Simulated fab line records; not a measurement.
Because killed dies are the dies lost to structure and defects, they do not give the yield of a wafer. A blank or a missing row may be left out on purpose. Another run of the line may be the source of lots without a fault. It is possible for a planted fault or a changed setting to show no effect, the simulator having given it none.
Which tool was responsible? ; flow nandHarc ; 24 lots with 72 wafers sampled at 4 steps, on a route of 1159 steps

== WHAT THE GAUGES READ, wafer by wafer ==
NHARC_P_M2_INSPECT_11. Usual: rawDefectCount 4.1, standard deviation 2.5.
lot;measured;on;rawDefectCount;flag
L074;day 6 14:09;defectInspect-01;5 8 2;
L075;day 6 19:41;defectInspect-01;13 10 9;
L076;day 6 20:31;defectInspect-02;8 5 6;
L079;day 7 02:55;defectInspect-01;3 2 5;
L078;day 7 03:58;defectInspect-01;3 1 7;
L077;day 7 09:54;defectInspect-02;5 2 5;
L080;day 7 19:23;defectInspect-02;5 3 5;
L081;day 7 20:02;defectInspect-02;6 10 6;
L083;day 8 05:25;defectInspect-02;1 5 2;
L084;day 8 06:31;defectInspect-01;1 5 4;
L082;day 8 08:13;defectInspect-01;2 3 5;
L085;day 9 12:05;defectInspect-02;2 0 2;
L087;day 9 12:31;defectInspect-01;8 4 10;
L086;day 9 13:18;defectInspect-01;3 3 5;
L088;day 10 03:43;defectInspect-02;7 3 5;
L089;day 10 04:53;defectInspect-02;5 1 1;
L091;day 10 07:58;defectInspect-02;5 5 2;
L090;day 10 09:50;defectInspect-02;5 1 2;
L092;day 10 18:34;defectInspect-01;6 6 9;
L093;day 10 23:57;defectInspect-01;2 2 1;
L094;day 11 07:10;defectInspect-01;6 3 4;
L095;day 11 07:44;defectInspect-01;2 3 7;
L096;day 11 15:49;defectInspect-02;2 4 3;
L097;day 11 21:09;defectInspect-02;2 0 4;

NHARC_A_ONON_D1_THK_MEAS_14: measures by ellipsometry. Usual: thkNm 998 nm, standard deviation 8.3.
lot;measured;on;thkNm (nm);flag
L074;day 8 00:09;filmMetro-01;1004 1004 1007;
L075;day 8 05:18;filmMetro-01;991 990 992;
L076;day 8 05:16;filmMetro-01;991 991 991;
L079;day 8 12:43;filmMetro-02;985 985 984;
L078;day 8 12:46;filmMetro-01;1003 1001 999;
L077;day 8 20:17;filmMetro-02;1002 1003 1001;
L080;day 9 04:27;filmMetro-01;1005 1006 1005;
L081;day 9 04:19;filmMetro-02;994 992 994;
L083;day 9 16:22;filmMetro-02;1000 1002 1000;
L084;day 9 16:01;filmMetro-02;1008 1009 1009;
L082;day 9 16:14;filmMetro-01;999 999 997;
L085;day 10 22:02;filmMetro-01;986 987 986;
L087;day 10 22:44;filmMetro-01;1002 1003 1002;
L086;day 10 22:23;filmMetro-02;1012 1012 1013;
L088;day 11 13:26;filmMetro-01;989 989 990;
L089;day 11 13:31;filmMetro-02;1004 1005 1003;
L091;day 11 17:48;filmMetro-01;997 998 998;
L090;day 11 17:47;filmMetro-02;1003 1002 1003;
L092;day 12 05:39;filmMetro-02;999 999 998;
L093;day 12 11:11;filmMetro-02;1005 1004 1005;
L094;day 12 16:44;filmMetro-01;1001 1002 1002;
L095;day 12 16:46;filmMetro-02;982 982 983;
L096;day 13 01:40;filmMetro-02;987 989 989;
L097;day 13 07:43;filmMetro-01;1014 1012 1013;

== EACH LOT AND THE TOOL THAT RAN IT (in order: tool; ch and the chambers of the sampled wafers; start) ==
lot;NHARC_P_M2_ETCH_35;NHARC_P_BONDPAD_DEP_00
L074;rieDiel-13 ch 0,2, day 6 14:18;pecvd-02 ch 0,2, day 6 17:24
L075;rieDiel-11 ch 0,2,3, day 6 19:49;pecvd-02 ch 0,1,2, day 6 22:53
L076;rieDiel-13 ch 0,1,2, day 6 20:40;pecvd-01 ch 0,1,2, day 6 23:45
L079;rieDiel-13 ch 0,2,3, day 7 03:04;pecvd-01 ch 0,1,2, day 7 06:11
L078;rieDiel-13 ch 0,2,3, day 7 04:07;pecvd-01 ch 1,2, day 7 07:13
L077;rieDiel-11 ch 0,3, day 7 10:03;pecvd-01 ch 1,2, day 8 20:17 or earlier
L080;rieDiel-13 ch 1,3, day 7 19:32;pecvd-02 ch 1,2, day 7 22:35
L081;rieDiel-06 ch 0,2, day 7 20:11;pecvd-01 ch 0,2, day 9 04:19 or earlier
L083;rieDiel-11 ch 0,2, day 8 05:35;pecvd-04 ch 0,1,2, day 8 08:59
L084;rieDiel-06 ch 2,3, day 8 06:40;pecvd-02 ch 0,1, day 8 10:34
L082;rieDiel-11 ch 0,3, day 8 08:22;pecvd-04 ch 0,1,2, day 8 11:36
L085;rieDiel-11 ch 0,1,3, day 9 12:25;pecvd-01 ch 0,1,2, day 10 22:02 or earlier
L087;rieDiel-13 ch 1,2,3, day 9 12:40;pecvd-01 ch 0,1, day 9 15:59
L086;rieDiel-13 ch 0,1, day 9 13:27;pecvd-04 ch 1,2, day 9 17:02
L088;rieDiel-13 ch 1,2,3, day 10 03:53;pecvd-04 ch 0,2, day 11 13:26 or earlier
L089;rieDiel-13 ch 0,2,3, day 10 05:02;pecvd-01 ch 0,2, day 11 13:31 or earlier
L091;rieDiel-06 ch 1,2,3, day 10 08:07;pecvd-01 ch 0,1,2, day 10 11:13
L090;rieDiel-11 ch 0,1,2, day 10 10:01;pecvd-01 ch 1,2, day 10 13:14
L092;rieDiel-11 ch 1,2, day 10 18:44;pecvd-04 ch 1,2, day 12 05:39 or earlier
L093;rieDiel-13 ch 0,2,3, day 11 00:06;pecvd-04 ch 0,1,2, day 11 03:27
L094;rieDiel-13 ch 0,1,3, day 11 07:19;pecvd-01 ch 0,1,2, day 11 10:29
L095;rieDiel-13 ch 2,3, day 11 07:54;pecvd-02 ch 0,1,2, day 12 16:46 or earlier
L096;rieDiel-13 ch 1,2,3, day 11 15:58;pecvd-04 ch 0,1,2, day 11 19:01
L097;rieDiel-13 ch 0,1,2, day 11 21:18;pecvd-02 ch 0,1,2, day 13 07:43 or earlier
- NHARC_P_M2_ETCH_35: etches the open film in N2/H2, target depth 40 nm, overetch 12 nm, time 43.94 s.
- NHARC_P_BONDPAD_DEP_00: deposits SiCN, target thk 250 nm.

== AS READ BY THE TOOLS THEMSELVES (means over the sampled wafers that have a number; for cases with no such wafer, the mark the record gives instead) ==
NHARC_P_M2_ETCH_35. Usual: drypumpMotorCurrentA 5.9 A, standard deviation 0.37; oesProductAu 1.000 a.u., standard deviation 0.009; rfVppV 430 V, standard deviation 3.2; showerheadPlenumPTorr 2.04 Torr, standard deviation 0.11; throttleValvePct 14.170 %, standard deviation 0.0098.
lot;tool;drypumpMotorCurrentA (A);oesProductAu (a.u.);rfVppV (V);showerheadPlenumPTorr (Torr);throttleValvePct (%);flag
L074;rieDiel-13;5.7;1.007;432;2.11;14.175;
L075;rieDiel-11;5.9;1.003;428;1.97;14.173;
L076;rieDiel-13;5.9;0.998;431;2.06;14.178;
L079;rieDiel-13;5.8;0.996;431;2.04;14.164;
L078;rieDiel-13;5.8;1.001;431;2.04;14.172;
L077;rieDiel-11;5.8;0.999;431;2.04;14.162;
L080;rieDiel-13;6.4;1.005;430;2.02;14.174;
L081;rieDiel-06;5.4;0.998;429;1.99;14.182;
L083;rieDiel-11;6.3;0.991;426;1.88;14.160;
L084;rieDiel-06;5.7;0.995;434;2.14;14.173;
L082;rieDiel-11;5.8;0.986;430;2.04;14.171;
L085;rieDiel-11;6.0;0.985;432;2.09;14.174;
L087;rieDiel-13;6.1;1.008;431;2.07;14.172;
L086;rieDiel-13;6.2;1.006;430;2.02;14.169;
L088;rieDiel-13;6.1;1.003;432;2.07;14.173;
L089;rieDiel-13;5.8;1.006;430;2.04;14.162;
L091;rieDiel-06;5.7;1.001;432;2.09;14.166;
L090;rieDiel-11;6.1;0.993;432;2.12;14.176;
L092;rieDiel-11;5.9;1.004;429;2.02;14.180;
L093;rieDiel-13;5.8;1.017;429;2.04;14.165;
L094;rieDiel-13;6.1;1.001;429;1.99;14.164;
L095;rieDiel-13;5.9;1.007;433;2.12;14.178;
L096;rieDiel-13;6.1;1.007;431;2.07;14.166;
L097;rieDiel-13;6.0;1.000;431;2.06;14.172;

NHARC_P_BONDPAD_DEP_00. Usual: heaterPowerW 601 W, standard deviation 78.
lot;tool;heaterPowerW (W);flag
L074;pecvd-02;641;
L075;pecvd-02;659;
L076;pecvd-01;573;
L079;pecvd-01;590;
L078;pecvd-01;631;
L077;pecvd-01;620;
L080;pecvd-02;645;
L081;pecvd-01;605;
L083;pecvd-04;611;
L084;pecvd-02;629;
L082;pecvd-04;592;
L085;pecvd-01;565;
L087;pecvd-01;515;
L086;pecvd-04;565;
L088;pecvd-04;565;
L089;pecvd-01;660;
L091;pecvd-01;598;
L090;pecvd-01;631;
L092;pecvd-04;623;
L093;pecvd-04;568;
L094;pecvd-01;582;
L095;pecvd-02;636;
L096;pecvd-04;605;
L097;pecvd-02;604;

== THE ANSWER, worked out from the rows above alone ==
Rule: lot off if the mean of its wafers having a number is beyond 3 standard deviations from the usual mean. Also off: a lot with no number at a reading for which 4 or more lots have one. Any other lot the step has rows for is counted as sound. The gauges are gone through in route order, then the tools' own readings, and for those a lot's mean is taken as printed above. At the first step where some lot is off, the reading lying furthest off is the one used; lots without a number count as furthest.
None of the lots is off at any reading shown; this tells nothing.

== WHAT HAD BEEN PUT IN BY THE SIMULATOR ==
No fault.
